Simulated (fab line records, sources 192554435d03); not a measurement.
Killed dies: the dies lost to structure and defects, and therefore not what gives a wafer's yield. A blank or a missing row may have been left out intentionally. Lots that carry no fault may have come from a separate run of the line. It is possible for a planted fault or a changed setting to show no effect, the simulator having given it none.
Which of the tools did it?    flow n5 finfet    Sampling: 14 lots, 42 wafers, 4 of 1938 route steps

## WHAT THE GAUGES READ, wafer by wafer
The record holds no reading of a measuring or inspecting step that can be judged against a usual standard deviation.

## EACH LOT AND THE TOOL THAT RAN IT (in order: tool; ch and the chambers of the sampled wafers; start)
lot   N5_WELL_APT_EXPOSE_22             N5_FIN_SAQP_PECVD_48            N5_FIN_SAQP_ETCH_51                N5_FIN_SAQP_ETCH_52
L490  krf scanner-01 ch 0, day 1 15:11  pecvd-02 ch 0,1,2, day 1 21:34  rie diel-03 ch 0,1,2, day 1 22:20  rie diel-03 ch 0,1,2, day 1 22:24
L492  krf scanner-02 ch 0, day 2 02:38  pecvd-02 ch 0,1, day 2 08:46    rie diel-01 ch 0,2, day 2 09:40    rie diel-01 ch 0,2, day 2 09:44
L493  krf scanner-02 ch 0, day 2 08:58  pecvd-04 ch 0,1, day 2 16:34    rie diel-03 ch 2,3, day 2 17:14    rie diel-03 ch 2,3, day 2 17:17
L495  krf scanner-01, day 2 20:46       -                               -                                  -
L496  krf scanner-02, day 3 02:53       -                               -                                  -
L503  krf scanner-02 ch 0, day 4 21:05  pecvd-04 ch 0,1, day 5 07:49    rie diel-03 ch 0,2,3, day 5 08:37  rie diel-03 ch 0,2,3, day 5 08:40
L504  krf scanner-02 ch 0, day 5 02:46  pecvd-03 ch 0,1,2, day 5 09:32  rie diel-05 ch 0,2,3, day 5 10:44  rie diel-05 ch 0,2,3, day 5 10:47
L506  krf scanner-02 ch 0, day 5 14:46  pecvd-03 ch 1,2, day 5 21:11    rie diel-03 ch 0,1,2, day 5 21:56  rie diel-03 ch 0,1,2, day 5 21:59
L507  krf scanner-01 ch 0, day 5 20:40  pecvd-03 ch 1,2, day 6 03:09    rie diel-03 ch 0,1,3, day 6 03:46  rie diel-03 ch 0,1,3, day 6 03:49
L508  krf scanner-01 ch 0, day 6 02:47  pecvd-03 ch 0,2, day 6 08:56    rie diel-01 ch 0,1,2, day 6 09:38  rie diel-01 ch 0,1,2, day 6 09:42
L509  krf scanner-01 ch 0, day 6 09:02  pecvd-04 ch 0,1,2, day 6 15:56  rie diel-01 ch 0,1,3, day 6 16:59  rie diel-01 ch 0,1,3, day 6 17:02
L510  krf scanner-02 ch 0, day 6 15:33  pecvd-04 ch 1,2, day 6 21:41    rie diel-05 ch 0,1, day 6 22:29    rie diel-05 ch 0,1, day 6 22:33
L511  krf scanner-01 ch 0, day 6 21:01  pecvd-02 ch 0,2, day 7 03:55    rie diel-01 ch 0,3, day 7 04:57    rie diel-01 ch 0,3, day 7 05:00
L513  krf scanner-02 ch 0, day 7 09:36  pecvd-02 ch 1,2, day 7 17:13    rie diel-03 ch 0,2, day 7 18:31    rie diel-03 ch 0,2, day 7 18:35
- N5_WELL_APT_EXPOSE_22: exposes mask PWELL, defocus 0 nm, target cd 200 nm.
- N5_FIN_SAQP_PECVD_48: deposits SiNx from SiH4/NH3/N2, target thk 25 nm, time 22.1 s.
- N5_FIN_SAQP_ETCH_51: etches SiARC in CF4, target depth 45.5 nm, time 75.8 s.
- N5_FIN_SAQP_ETCH_52: etches SOC in N2/H2, target depth 100 nm, overetch 20 nm, time 150 s.

## WHAT THE TOOLS THEMSELVES READ (means of the sampled wafers that have a number; where no wafer has one, the mark that the record gives instead)
N5_WELL_APT_EXPOSE_22. Usual: exposure dose mJ cm2 23.185, standard deviation 0.025; focus offset nm 0.1 nm, standard deviation 0.53; stage vel mm s 499.94 mm/s, standard deviation 0.24.
lot   tool            exposure dose mJ cm2  focus offset nm (nm)  stage vel mm s (mm/s)  flag
L490  krf scanner-01  23.177                -0.3                  499.90                 
L492  krf scanner-02  23.144                -0.4                  500.15                 
L493  krf scanner-02  23.164                -0.1                  499.93                 
L495  krf scanner-01  -                     -                     -                      OFF
L496  krf scanner-02  -                     -                     -                      OFF
L503  krf scanner-02  23.177                0.1                   499.72                 
L504  krf scanner-02  23.162                0.2                   499.79                 
L506  krf scanner-02  23.141                -0.1                  499.77                 
L507  krf scanner-01  23.202                -0.1                  500.00                 
L508  krf scanner-01  23.159                0.3                   499.89                 
L509  krf scanner-01  23.212                0.0                   500.01                 
L510  krf scanner-02  23.205                0.2                   500.03                 
L511  krf scanner-01  23.193                0.3                   500.21                 
L513  krf scanner-02  23.170                0.8                   499.65                 

N5_FIN_SAQP_PECVD_48. Usual: heater power outer w 494 W, standard deviation 47; heater power w 824 W, standard deviation 83; showerhead plenum p Torr 5.13 Torr, standard deviation 0.089; throttle valve pct 38.8 %, standard deviation 1.9.
lot   tool      heater power outer w (W)  heater power w (W)  showerhead plenum p Torr (Torr)  throttle valve pct (%)  flag
L490  pecvd-02  440                       745                 5.21                             40.9                    
L492  pecvd-02  403                       708                 5.23                             42.8                    
L493  pecvd-04  514                       833                 5.15                             37.6                    
L503  pecvd-04  509                       832                 5.15                             37.7                    
L504  pecvd-03  539                       897                 5.10                             39.3                    
L506  pecvd-03  487                       813                 5.09                             39.3                    
L507  pecvd-03  504                       815                 5.10                             39.3                    
L508  pecvd-03  526                       895                 5.17                             38.1                    
L509  pecvd-04  483                       783                 5.13                             37.4                    
L510  pecvd-04  474                       769                 5.17                             37.5                    
L511  pecvd-02  482                       771                 5.20                             39.4                    
L513  pecvd-02  454                       742                 5.22                             40.1                    

N5_FIN_SAQP_ETCH_51. Usual: drypump motor current A 5.7 A, standard deviation 0.33; etch rf on time s 74.4 s, standard deviation 2.1; oes product au 0.67 a.u., standard deviation 0.076; rf vpp V 184.1 V, standard deviation 1.2; showerhead plenum p Torr 2.14 Torr, standard deviation 0.073; throttle valve pct 15.70 %, standard deviation 0.28.
lot   tool         drypump motor current A (A)  etch rf on time s (s)  oes product au (a.u.)  rf vpp V (V)  showerhead plenum p Torr (Torr)  throttle valve pct (%)  flag
L490  rie diel-03  5.5                          72.1                   0.66                   183.5         2.12                             15.75                   
L492  rie diel-01  6.2                          76.2                   0.65                   184.2         2.20                             15.82                   
L493  rie diel-03  5.7                          73.2                   0.72                   184.2         2.12                             15.50                   
L503  rie diel-03  5.6                          73.0                   0.69                   184.7         2.16                             15.65                   
L504  rie diel-05  5.6                          73.6                   0.71                   184.9         2.11                             15.84                   
L506  rie diel-03  5.6                          74.3                   0.63                   183.3         2.11                             15.81                   
L507  rie diel-03  5.5                          72.4                   0.67                   184.8         2.15                             15.75                   
L508  rie diel-01  6.1                          75.4                   0.67                   185.3         2.20                             15.70                   
L509  rie diel-01  5.7                          74.7                   0.66                   183.4         2.14                             15.63                   
L510  rie diel-05  5.9                          75.2                   0.72                   184.0         2.18                             15.44                   
L511  rie diel-01  5.5                          75.4                   0.61                   183.4         2.07                             15.79                   
L513  rie diel-03  5.6                          75.2                   0.63                   183.7         2.11                             15.75                   

N5_FIN_SAQP_ETCH_52. Usual: drypump motor current A 5.7 A, standard deviation 0.33; oes product au 0.69 a.u., standard deviation 0.073; rf vpp V 523.9 V, standard deviation 2.7; showerhead plenum p Torr 2.53 Torr, standard deviation 0.091; throttle valve pct 17.8 %, standard deviation 0.32.
lot   tool         drypump motor current A (A)  oes product au (a.u.)  rf vpp V (V)  showerhead plenum p Torr (Torr)  throttle valve pct (%)  flag
L490  rie diel-03  5.5                          0.68                   522.6         2.50                             17.9                    
L492  rie diel-01  6.2                          0.69                   525.1         2.59                             17.8                    
L493  rie diel-03  5.7                          0.74                   522.5         2.51                             17.7                    
L503  rie diel-03  5.6                          0.70                   524.4         2.56                             17.9                    
L504  rie diel-05  5.6                          0.73                   522.9         2.51                             18.2                    
L506  rie diel-03  5.5                          0.66                   522.6         2.49                             17.9                    
L507  rie diel-03  5.5                          0.69                   524.8         2.54                             17.9                    
L508  rie diel-01  6.1                          0.69                   526.0         2.60                             17.8                    
L509  rie diel-01  5.7                          0.68                   524.4         2.54                             17.8                    
L510  rie diel-05  5.8                          0.75                   524.4         2.55                             17.5                    
L511  rie diel-01  5.5                          0.63                   521.4         2.44                             17.9                    
L513  rie diel-03  5.6                          0.66                   523.1         2.50                             18.0                    

## THE ANSWER, worked out from the rows above alone
Rule: a lot counts as off when the mean over its wafers that have a number is more than 3 standard deviations away from the usual mean. A lot without any number at a reading at which 4 lots or more have one is off too. All remaining lots with rows at the step are treated as sound. First the gauges in route order, then the tools' own readings, where a lot's mean is used as printed above. The first step at which some lot is off is used, and at that step the reading that is off furthest; a lot without a number counts as furthest.
Off at N5_WELL_APT_EXPOSE_22 (exposure dose mJ cm2): L495, L496. Without a number there: L495, L496.
If a tool, at that step or one of the process steps before it, ran each lot that is off and ran no sound lot following the first of them, it fits. Not one of the candidates tried fits.

## WHAT WAS PUT IN BY THE SIMULATOR
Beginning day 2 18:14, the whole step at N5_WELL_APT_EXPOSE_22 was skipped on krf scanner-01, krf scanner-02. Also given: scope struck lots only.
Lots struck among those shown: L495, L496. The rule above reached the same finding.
